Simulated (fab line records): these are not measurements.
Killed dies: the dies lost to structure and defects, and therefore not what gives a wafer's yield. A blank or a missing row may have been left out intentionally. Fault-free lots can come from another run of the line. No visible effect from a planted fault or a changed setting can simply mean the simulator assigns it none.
Struck lot and sound lot, side by side | flow nand-harc | 14 steps out of a route of 1159
Sound: the wafers L766.3, L766.4, L766.5. Wafers struck: L762.1, L762.3, L762.4. The cause comes at the end.
Order at every step that has rows: each side's tool, ch and its chambers, its first start. Under that, the readings that differ: sound wafers | struck wafers | difference of the means | sigmas: that difference in standard deviations of wafers without a fault.
alike: readings whose means differ by less than 2 such deviations, and words and numbers that are the same on both sides. not compared: withheld readings, readings that some wafer has no value for, bounds like >300 that may hide the same value, and numbers for which the record gives no deviation and whose values overlap.
The two part at a step that has a row with sigmas, a row that says differs or no value, or rows on one side only. Non-overlapping numbers with no deviation appear without sigmas and do not part them. A reading that every wafer of one side lacks parts them only if that side has two wafers or more.

first, 6 steps without rows for these wafers: NHARC_A_STAIRCASE_TRIM_189 (chemistry O2, time 211.2 s); NHARC_A_STAIRCASE_ETCH_190 (etches the open film in C4F8/O2, target depth 100 nm, time 40.5 s); NHARC_A_STAIRCASE_TRIM_191 (chemistry O2, time 211.2 s); NHARC_A_STAIRCASE_ETCH_192 (etches the open film in C4F8/O2, target depth 100 nm, time 40.5 s); NHARC_A_STAIRCASE_TRIM_193 (chemistry O2, time 211.2 s); NHARC_A_STAIRCASE_ETCH_194 (etches the open film in C4F8/O2, target depth 100 nm, time 40.5 s).
NHARC_A_STAIRCASE_TRIM_196: chemistry O2, time 211.2 s.
  sound on rie-diel-06 ch 0,3, day 16 04:25; struck on rie-diel-07 ch 0,2,3, day 14 17:41
  alike: chamber-pressure-mTorr, drypump-motor-current-A, oes-product-au, rf-vpp-V, showerhead-plenum-p-Torr, throttle-valve-pct
  not compared: rf-hours-counter-h
NHARC_A_STAIRCASE_ETCH_197: etches the open film in C4F8/O2, target depth 100 nm, time 40.5 s.
  sound: rie-diel-06 ch 2,3; struck: rie-diel-07 ch 0,2,3
  alike: bias-w, chamber-pressure-mTorr, oes-product-au, rf-vpp-V
  not compared: rf-hours-counter-h
NHARC_A_STAIRCASE_TRIM_198: chemistry O2, time 211.2 s.
  sound: rie-diel-06 ch 0,2; struck: rie-diel-07 ch 0,1,3
  reading                        | sound             | struck            | difference | sigmas
  chamber-pressure-mTorr (mTorr) | 60.00 60.05 60.04 | 59.88 59.90 59.97 | -0.11      | -2
  alike: drypump-motor-current-A, oes-product-au, rf-vpp-V, showerhead-plenum-p-Torr, throttle-valve-pct
  not compared: rf-hours-counter-h
NHARC_A_STAIRCASE_ETCH_199: etches the open film in C4F8/O2, target depth 100 nm, time 40.5 s.
  sound: rie-diel-06 ch 1,3; struck: rie-diel-07 ch 0,2,3
  reading                        | sound                | struck               | difference | sigmas
  chamber-pressure-mTorr (mTorr) | 25.012 25.043 25.019 | 24.983 24.996 24.964 | -0.044     | -2
  alike: bias-w, oes-product-au, rf-vpp-V
  not compared: rf-hours-counter-h
then, 1 step without rows for these wafers: NHARC_A_STAIRCASE_TRIM_200 (chemistry O2, time 211.2 s).
NHARC_A_STAIRCASE_ETCH_201: etches the open film in C4F8/O2, target depth 100 nm, time 40.5 s.
  sound on rie-diel-06 ch 1,3, day 16 05:08; struck on rie-diel-07 ch 0,1,3, day 14 18:33
  no value came back on the struck wafers for bias-w (W), chamber-pressure-mTorr (mTorr), oes-product-au (a.u.), rf-vpp-V (V); on the sound wafers bias-w (W) reads 997 996 1000
  not compared: rf-hours-counter-h
NHARC_A_STAIRCASE_TRIM_202: chemistry O2, time 211.2 s.
  sound: rie-diel-06 ch 1,2; struck: rie-diel-07 ch 0,1,3
  alike: chamber-pressure-mTorr, drypump-motor-current-A, oes-product-au, rf-vpp-V, showerhead-plenum-p-Torr, throttle-valve-pct
  not compared: rf-hours-counter-h
-- the record jumps here: 9 days lie between the struck wafers' starts before and after (it left off in module A_STAIRCASE and takes up again in module END, whose first step shown is number 1159 of the route) --
NHARC_END_SORT_01:
  here the record holds rows for the struck wafers (prober-01 ch 0, day 23 11:04) but none for the sound ones

== WHERE THEY PART ==
First at NHARC_A_STAIRCASE_TRIM_198; last, within this record, at NHARC_END_SORT_01.

WHY: what the simulator had put in
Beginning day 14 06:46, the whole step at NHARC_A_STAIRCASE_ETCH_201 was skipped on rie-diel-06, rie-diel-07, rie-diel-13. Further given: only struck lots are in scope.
